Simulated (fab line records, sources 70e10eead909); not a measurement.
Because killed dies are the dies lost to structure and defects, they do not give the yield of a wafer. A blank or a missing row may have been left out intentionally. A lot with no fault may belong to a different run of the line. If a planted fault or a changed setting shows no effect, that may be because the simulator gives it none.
Which tool was responsible? ; flow nand harc ; 12 lots, 36 wafers sampled, at 2 steps of a route of 1302

== WHAT EACH GAUGE READ, for each wafer ==
NHARC_P_M2_CD_MEAS_09: target cd 170 nm.
lot;measured;on;cd nm (nm)
L076;day 7 09:38;cd sem-03;170.4 170.3 170.1
L077;day 7 20:02;cd sem-01;169.7 168.8 168.9
L079;day 8 16:58;cd sem-03;169.5 169.7 170.1
L081;day 9 07:34;cd sem-01;171.0 170.2 170.8
L083;day 10 07:48;cd sem-03;170.2 171.4 171.0
L085;day 10 19:04;cd sem-01;169.9 169.8 170.1
L087;day 11 16:50;cd sem-02;169.7 169.7 169.2
L089;day 12 10:40;cd sem-03;169.9 170.3 170.3
L091;day 13 12:02;cd sem-01;171.0 171.0 170.7
L093;day 14 07:41;cd sem-01;170.6 170.3 169.8
L095;day 15 01:53;cd sem-02;170.1 170.3 170.4
L097;day 15 22:20;cd sem-03;169.4 170.2 170.0

== WHAT TOOL EACH LOT RAN ON (gives the tool, then ch and the chambers of the sampled wafers, and finally the start) ==
lot;NHARC_P_M1_PVD_20
L076;pvd sputter-02, day 7 09:38 or earlier
L077;pvd sputter-01, day 7 20:02 or earlier
L079;pvd sputter-03, day 8 16:58 or earlier
L081;pvd sputter-03, day 9 07:34 or earlier
L083;pvd sputter-01, day 10 07:48 or earlier
L085;pvd sputter-03, day 10 19:04 or earlier
L087;pvd sputter-03, day 11 16:50 or earlier
L089;pvd sputter-03, day 12 10:40 or earlier
L091;pvd sputter-03, day 13 12:02 or earlier
L093;pvd sputter-03, day 14 07:41 or earlier
L095;pvd sputter-03, day 15 01:53 or earlier
L097;pvd sputter-01, day 15 22:20 or earlier
- NHARC_P_M1_PVD_20: deposits TaN, target thk 5 nm, time 8.06 s.

== THE ANSWER, worked out from the rows above alone ==
Rule: the lots themselves supply what counts as usual. Put in order of their means at a reading, lots are off if they are a third of the lots or fewer, leave a main group of 4 or more, and stand apart from it by a gap of 3 or more times the standard deviation of the main group's means; of several such gaps the widest counts. Not used: any main group whose means are identical at the precision the tables above print for the reading. A lot without any number at a reading at which 4 lots or more have one is off too. Any other lot the step has rows for is counted as sound.
No lot is off at any reading shown: from this, nothing can be told.

== WHAT THE SIMULATOR PUT IN ==
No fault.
